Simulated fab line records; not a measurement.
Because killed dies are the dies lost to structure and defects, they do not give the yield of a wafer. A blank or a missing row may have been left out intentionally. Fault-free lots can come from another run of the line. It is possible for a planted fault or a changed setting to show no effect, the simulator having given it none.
The tool behind it: which one? :: flow n5-finfet :: 72 wafers from 24 lots sampled at 2 of the route's 1938 steps

== WHAT THE GAUGES SHOWED, per wafer ==
N5_BEOL_M1_RS_MEAS_58: the measuring method here is four-point-probe.
lot: L074
measured: day 6 16:13
on: film-metro-02
M1_RS (ohm/sq): 0.61 0.64 0.62

lot: L075
measured: day 6 18:29
on: film-metro-01
M1_RS (ohm/sq): 0.65 0.63 0.65

lot: L076
measured: day 6 18:41
on: film-metro-01
M1_RS (ohm/sq): 0.66 0.60 0.65

lot: L077
measured: day 7 06:34
on: film-metro-02
M1_RS (ohm/sq): 0.66 0.62 0.64

lot: L078
measured: day 7 13:49
on: film-metro-01
M1_RS (ohm/sq): 0.65 0.64 0.61

lot: L079
measured: day 7 14:21
on: film-metro-02
M1_RS (ohm/sq): 0.65 0.61 0.67

lot: L080
measured: day 7 20:10
on: film-metro-01
M1_RS (ohm/sq): 0.67 0.68 0.64

lot: L081
measured: day 8 04:25
on: film-metro-01
M1_RS (ohm/sq): 0.70 0.64 0.62

lot: L082
measured: day 8 12:04
on: film-metro-02
M1_RS (ohm/sq): 0.74 0.70 0.65

lot: L083
measured: day 8 18:08
on: film-metro-02
M1_RS (ohm/sq): 0.72 0.67 0.66

lot: L084
measured: day 8 19:25
on: film-metro-01
M1_RS (ohm/sq): 0.65 0.69 0.67

lot: L085
measured: day 9 11:58
on: film-metro-02
M1_RS (ohm/sq): 0.60 0.60 0.59

lot: L086
measured: day 9 12:36
on: film-metro-01
M1_RS (ohm/sq): 0.65 0.72 0.63

lot: L087
measured: day 9 18:26
on: film-metro-01
M1_RS (ohm/sq): 0.74 0.70 0.69

lot: L088
measured: day 9 20:28
on: film-metro-01
M1_RS (ohm/sq): 0.74 0.69 0.69

lot: L089
measured: day 10 04:31
on: film-metro-01
M1_RS (ohm/sq): 0.76 0.69 0.64

lot: L091
measured: day 10 12:31
on: film-metro-01
M1_RS (ohm/sq): 0.70 0.70 0.68

lot: L090
measured: day 10 13:13
on: film-metro-01
M1_RS (ohm/sq): 0.67 0.68 0.61

lot: L093
measured: day 11 04:44
on: film-metro-01
M1_RS (ohm/sq): 0.69 0.68 0.63

lot: L092
measured: day 11 16:53
on: film-metro-01
M1_RS (ohm/sq): 0.70 0.66 0.65

lot: L094
measured: day 12 02:38
on: film-metro-02
M1_RS (ohm/sq): 0.67 0.66 0.69

lot: L095
measured: day 12 03:09
on: film-metro-01
M1_RS (ohm/sq): 0.74 0.69 0.61

lot: L096
measured: day 12 06:25
on: film-metro-01
M1_RS (ohm/sq): 0.71 0.63 0.65

lot: L097
measured: day 12 12:47
on: film-metro-01
M1_RS (ohm/sq): 0.75 0.65 0.68

N5_BEOL_M1_INSPECT_59: inspects for defects (darkfield).
lot: L074
measured: day 6 16:14
on: defect-inspect-02
raw-defect-count: 50 58 32

lot: L075
measured: day 6 18:31
on: defect-inspect-02
raw-defect-count: 48 82 59

lot: L076
measured: day 6 18:43
on: defect-inspect-01
raw-defect-count: 89 70 137

lot: L077
measured: day 7 06:35
on: defect-inspect-01
raw-defect-count: 62 72 52

lot: L078
measured: day 7 13:50
on: defect-inspect-01
raw-defect-count: 81 106 71

lot: L079
measured: day 7 14:23
on: defect-inspect-02
raw-defect-count: 117 71 54

lot: L080
measured: day 7 20:12
on: defect-inspect-02
raw-defect-count: 45 41 34

lot: L081
measured: day 8 04:26
on: defect-inspect-01
raw-defect-count: 60 59 83

lot: L082
measured: day 8 12:05
on: defect-inspect-01
raw-defect-count: 70 80 124

lot: L083
measured: day 8 18:10
on: defect-inspect-02
raw-defect-count: 102 100 143

lot: L084
measured: day 8 19:27
on: defect-inspect-02
raw-defect-count: 70 71 56

lot: L085
measured: day 9 11:59
on: defect-inspect-02
raw-defect-count: 82 56 53

lot: L086
measured: day 9 12:45
on: defect-inspect-02
raw-defect-count: 36 75 78

lot: L087
measured: day 9 18:28
on: defect-inspect-02
raw-defect-count: 68 63 50

lot: L088
measured: day 9 20:29
on: defect-inspect-01
raw-defect-count: 55 63 90

lot: L089
measured: day 10 04:32
on: defect-inspect-02
raw-defect-count: 37 62 76

lot: L091
measured: day 10 12:32
on: defect-inspect-02
raw-defect-count: 91 62 98

lot: L090
measured: day 10 13:15
on: defect-inspect-02
raw-defect-count: 61 71 56

lot: L093
measured: day 11 04:46
on: defect-inspect-02
raw-defect-count: 78 55 63

lot: L092
measured: day 11 16:55
on: defect-inspect-01
raw-defect-count: 90 79 72

lot: L094
measured: day 12 02:40
on: defect-inspect-01
raw-defect-count: 88 49 53

lot: L095
measured: day 12 03:11
on: defect-inspect-01
raw-defect-count: 32 69 53

lot: L096
measured: day 12 06:26
on: defect-inspect-02
raw-defect-count: 46 91 103

lot: L097
measured: day 12 12:48
on: defect-inspect-01
raw-defect-count: 80 86 82

== WHAT TOOL EACH LOT RAN ON (gives the tool, then ch and the chambers of the sampled wafers, and finally the start) ==
The record shows no process step preceding these readings.

== AS READ BY THE TOOLS THEMSELVES (means over the sampled wafers that have a number; for cases with no such wafer, the mark the record gives instead) ==
The record holds no such reading with a usual standard deviation.

== THE ANSWER, worked out from the rows above alone ==
Rule: usual is defined by the lots themselves. The widest of any qualifying gaps counts: lots, ordered by their means at a reading, are off when they make up no more than a third of the lots, leave a main group of 4 or more, and stand apart from it by 3 or more times the standard deviation of that group's means. If all means in a main group match to the digits the tables above print for the reading, that group is not used. Also off: a lot with no number at a reading for which 4 or more lots have one. The other lots that the step has rows for count as sound. First the gauges in route order, then the tools' own readings, where a lot's mean is used as printed above. The first step at which some lot is off is used, and at that step the reading that is off furthest; a lot without a number counts as furthest.
Across all readings shown, no lot is off: no conclusion can be drawn from this.

== WHAT THE SIMULATOR PUT IN ==
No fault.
